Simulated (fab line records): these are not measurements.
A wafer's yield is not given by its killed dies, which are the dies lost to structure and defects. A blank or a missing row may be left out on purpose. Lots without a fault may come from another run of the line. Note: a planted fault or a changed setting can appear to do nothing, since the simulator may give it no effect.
Chamber matching -- flow nand-harc -- NHARC_P_M0_DESCUM_14 on rie-diel-11: 3 sister chambers
The step chemistry O2, time 3 s. 14 wafers are shown with their chamber, then 5 later ones without.

WAFERS WITH THEIR CHAMBER
wafer,chamber,showerhead-plenum-p-Torr (Torr),drypump-motor-current-A (A),oes-product-au (a.u.)
L810.3,3,1.78,5.8,1.009
L810.4,2,1.99,5.7,0.983
L810.5,0,1.98,5.5,1.000
L811.2,3,1.78,5.7,0.998
L811.3,2,1.99,5.6,0.982
L811.5,2,1.99,5.7,1.000
L814.1,0,1.98,5.5,1.004
L814.3,3,1.78,5.8,1.007
L814.6,0,1.98,5.5,1.001
L821.2,0,1.97,5.5,1.001
L821.3,3,1.77,5.7,1.007
L821.5,3,1.77,5.7,1.025
L824.2,2,1.98,5.7,1.009
L824.4,0,1.97,5.5,1.003

SIGNATURES (averages over the wafers above)
reading,chamber 0,chamber 2,chamber 3,scatter within a chamber
showerhead-plenum-p-Torr,1.9760,1.9875,1.7760,0.00535
drypump-motor-current-A,5.500,5.675,5.740,0.0421
oes-product-au,1.00180,0.99350,1.00920,0.00915
Rule: distance of a wafer from a chamber = root of the sum over the readings of ((wafer's reading minus chamber's mean) / reading's scatter) squared. If the next closest chamber is less than 2 further off than the closest, the wafer can't be placed; otherwise it belongs to the closest. The scatter: the root of (the sum of the squares of (reading less its chamber's mean) over the shown wafers, divided by (wafers less chambers)).

WAFERS MISSING THEIR CHAMBER
wafer,showerhead-plenum-p-Torr (Torr),drypump-motor-current-A (A),oes-product-au (a.u.)
L824.6,1.98,5.7,0.985
L826.4,1.77,5.7,1.018
L826.6,1.98,5.7,0.991
L827.2,1.97,5.5,1.001
L827.4,1.77,5.7,1.014

WHICH CHAMBER EACH ONE RAN IN
wafer,from the rows above,in truth
L824.6,2,2
L826.4,3,3
L826.6,2,2
L827.2,0,0
L827.4,3,3
Placed correctly: 5 of 5. From these rows, 0 cannot be placed. Number placed wrongly: 0.
